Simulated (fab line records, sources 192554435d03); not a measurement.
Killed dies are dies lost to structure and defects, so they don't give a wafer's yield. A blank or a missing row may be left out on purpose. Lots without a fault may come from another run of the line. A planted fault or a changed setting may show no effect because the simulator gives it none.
Chamber matching | flow n5_finfet | N5_BEOL_M5_VIA_ETCH_34 on rie_diel-01: 4 sister chambers
The step etches SiCOH lowk in C4F6/O2, target depth 88.3 nm, time 39.2 s. 20 wafers are shown with their chamber, then 10 later ones without.

WAFERS WITH THEIR CHAMBER
wafer  | chamber | showerhead_plenum_p_Torr (Torr) | throttle_valve_pct (%) | rf_vpp_V (V)
L080.2 | 0       | 2.91                            | 20.53                  | 671
L080.4 | 3       | 2.73                            | 21.01                  | 657
L080.5 | 0       | 2.91                            | 20.53                  | 670
L079.2 | 1       | 2.85                            | 20.69                  | 666
L079.4 | 3       | 2.73                            | 20.99                  | 657
L079.6 | 3       | 2.73                            | 21.00                  | 657
L081.4 | 2       | 2.90                            | 20.67                  | 670
L081.5 | 1       | 2.85                            | 20.68                  | 666
L081.6 | 0       | 2.91                            | 20.52                  | 669
L085.2 | 1       | 2.84                            | 20.72                  | 665
L085.3 | 0       | 2.90                            | 20.56                  | 669
L085.6 | 2       | 2.90                            | 20.69                  | 671
L087.2 | 0       | 2.90                            | 20.54                  | 669
L087.4 | 1       | 2.84                            | 20.70                  | 665
L087.6 | 2       | 2.90                            | 20.70                  | 672
L089.1 | 3       | 2.72                            | 21.03                  | 657
L089.4 | 2       | 2.89                            | 20.71                  | 672
L089.6 | 0       | 2.90                            | 20.56                  | 672
L090.2 | 3       | 2.72                            | 21.04                  | 658
L090.4 | 1       | 2.84                            | 20.72                  | 665

SIGNATURES (means of the wafers above)
reading                  | chamber 0 | chamber 1 | chamber 2 | chamber 3 | scatter within a chamber
showerhead_plenum_p_Torr | 2.9050    | 2.8440    | 2.8975    | 2.7260    | 0.00539
throttle_valve_pct       | 20.5400   | 20.7020   | 20.6925   | 21.0140   | 0.0182
rf_vpp_V                 | 670.00    | 665.40    | 671.25    | 657.20    | 0.893
Rule: a wafer's distance from a chamber is the root of the sum, over the readings, of the square of ((its reading less the chamber's mean) divided by the reading's scatter). The wafer belongs to the nearest chamber; if the next one is less than 2 further off, it can't be placed. The scatter: the root of (the sum of the squares of (reading less its chamber's mean) over the shown wafers, divided by (wafers less chambers)).

WAFERS WITHOUT THEIR CHAMBER
wafer  | showerhead_plenum_p_Torr (Torr) | throttle_valve_pct (%) | rf_vpp_V (V)
L090.6 | 2.89                            | 20.72                  | 672
L092.1 | 2.72                            | 21.04                  | 656
L092.3 | 2.89                            | 20.74                  | 671
L092.4 | 2.90                            | 20.55                  | 670
L095.2 | 2.72                            | 21.04                  | 657
L095.5 | 2.89                            | 20.57                  | 669
L095.6 | 2.84                            | 20.74                  | 666
L097.2 | 2.83                            | 20.73                  | 666
L097.5 | 2.89                            | 20.57                  | 670
L097.6 | 2.72                            | 21.06                  | 658

WHICH CHAMBER EACH WENT THROUGH
wafer  | from the rows above | in truth
L090.6 | 2                   | 2
L092.1 | 3                   | 3
L092.3 | 2                   | 2
L092.4 | 0                   | 0
L095.2 | 3                   | 3
L095.5 | 0                   | 0
L095.6 | 1                   | 1
L097.2 | 1                   | 1
L097.5 | 0                   | 0
L097.6 | 3                   | 3
Placed correctly: 10 of 10. Can't be placed from these rows: 0. Placed wrongly: 0.
